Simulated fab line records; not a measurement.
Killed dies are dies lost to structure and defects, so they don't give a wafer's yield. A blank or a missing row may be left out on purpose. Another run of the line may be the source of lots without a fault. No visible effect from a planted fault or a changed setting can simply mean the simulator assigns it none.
One fault seen from 2 desks | flow n5_finfet | each desk holds nothing but its own numbers, with what lay behind them at the end

## THE METROLOGY DESK
What the gauges read for every lot (on any tool): the sampled wafers with a number, averaged. If a lot's mean is further than 4 standard deviations from the usual mean, the lot is out of limits and carries the mark OUT (the distance appears in the brackets). Shown here are 7 of its 10 readings, the ones lying furthest out on some lot.
Columns: A = DIBL_N at N5_BEOL_M4_RC_MEAS_101, usual 36.1 mV/V; B = IOFF_N at N5_BEOL_M4_RC_MEAS_101, usual 0.159 nA/um; C = ION_N at N5_BEOL_M4_RC_MEAS_101, usual 673 uA/um; D = ION_P at N5_BEOL_M4_RC_MEAS_101, usual 462 uA/um; E = SS_P at N5_BEOL_M4_RC_MEAS_101, usual 73.2 mV/dec; F = VT_N at N5_BEOL_M4_RC_MEAS_101, usual 249.7 mV; G = VT_P at N5_BEOL_M4_RC_MEAS_101, usual -250 mV
lot  | first seen here | A    | B     | C   | D   | E    | F     | G
L305 | day 9 18:08     | 35.5 | 0.144 | 665 | 460 | 72.9 | 251.4 | -250
L306 | day 10 04:53    | 35.3 | 0.160 | 674 | 456 | 72.8 | 252.0 | -251
L307 | day 10 11:17    | 37.2 | 0.160 | 675 | 464 | 73.2 | 249.1 | -249
L308 | day 10 17:29    | 35.9 | 0.166 | 678 | 462 | 73.3 | 247.7 | -250
L311 | day 11 12:26    | 34.5 | 0.134 | 656 | 455 | 73.4 | 253.6 | -251
L313 | day 11 15:35    | 36.2 | 0.170 | 686 | 470 | 73.1 | 247.8 | -246
L317 | day 13 17:08    | 35.7 | 0.144 | 677 | 462 | 73.6 | 251.4 | -251
L299 | day 13 19:43    | 35.2 | 0.162 | 678 | 473 | 73.7 | 249.6 | -246
L318 | day 13 21:15    | 36.2 | 0.173 | 676 | 460 | 72.5 | 249.5 | -251
This desk's verdict: no lot among the 9 shows anything out of limits.

## FOR THE TOOL OWNER'S DESK: rie_diel-05
The tool's own readings at N5_BEOL_M1_ETCH_70 (etches SOC in N2/H2, target depth 80 nm, overetch 16 nm, time 120 s): means of the sampled wafers that have a number, for each lot that ran on this tool. If a lot's mean is further than 4 standard deviations from the usual mean, the lot is out of limits and carries the mark OUT (the distance appears in the brackets).
Columns: A = bias_w at N5_BEOL_M1_ETCH_70, usual 150.0 W; B = drypump_motor_current_A at N5_BEOL_M1_ETCH_70, usual 5.5 A; C = oes_product_au at N5_BEOL_M1_ETCH_70, usual 0.61 a.u.; D = rf_vpp_V at N5_BEOL_M1_ETCH_70, usual 524.5 V; E = showerhead_plenum_p_Torr at N5_BEOL_M1_ETCH_70, usual 2.57 Torr; F = temp_c at N5_BEOL_M1_ETCH_70, usual 40.02 C; G = throttle_valve_pct at N5_BEOL_M1_ETCH_70, usual 17.97 %
lot  | first seen here | A                | B   | C    | D     | E    | F     | G
L305 | day 8 06:56     | 150.2            | 5.3 | 0.56 | 522.1 | 2.49 | 39.96 | 18.00
L306 | day 8 13:07     | 150.5            | 5.8 | 0.59 | 522.9 | 2.48 | 40.08 | 17.95
L308 | day 9 00:42     | 150.0            | 5.8 | 0.59 | 522.7 | 2.48 | 40.20 | 18.06
L313 | day 10 03:26    | 149.8            | 5.2 | 0.62 | 521.6 | 2.48 | 39.93 | 17.89
L317 | day 11 10:59    | 153.1 (+7.8) OUT | 5.4 | 0.67 | 530.9 | 2.61 | 40.10 | 18.25
L318 | day 12 05:49    | 152.6 (+6.5) OUT | 5.6 | 0.62 | 529.4 | 2.54 | 39.90 | 18.18
This desk's verdict: out of limits on L317, L318, starting with L317 at day 11 10:59 (bias_w at N5_BEOL_M1_ETCH_70). L305, L306, L308, L313 stayed within limits.

## PUT TOGETHER
An alarm could have come from the tool owner's desk at day 11 10:59, on L317, L318.
The metrology desk saw nothing out of limits.
The metrology desk holds a record of L317, L318, inside its limits.
Every lot named ran N5_BEOL_M1_ETCH_70 on rie_diel-05.

## WHAT THE SIMULATOR PUT IN
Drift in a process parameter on rie_diel-05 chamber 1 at N5_BEOL_M1_ETCH_70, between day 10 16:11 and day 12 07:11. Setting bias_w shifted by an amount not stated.
Shown lots that were struck: L317, L318.
Each desk's first reading out of limits, in hours after the fault started: the tool owner's desk, 19.
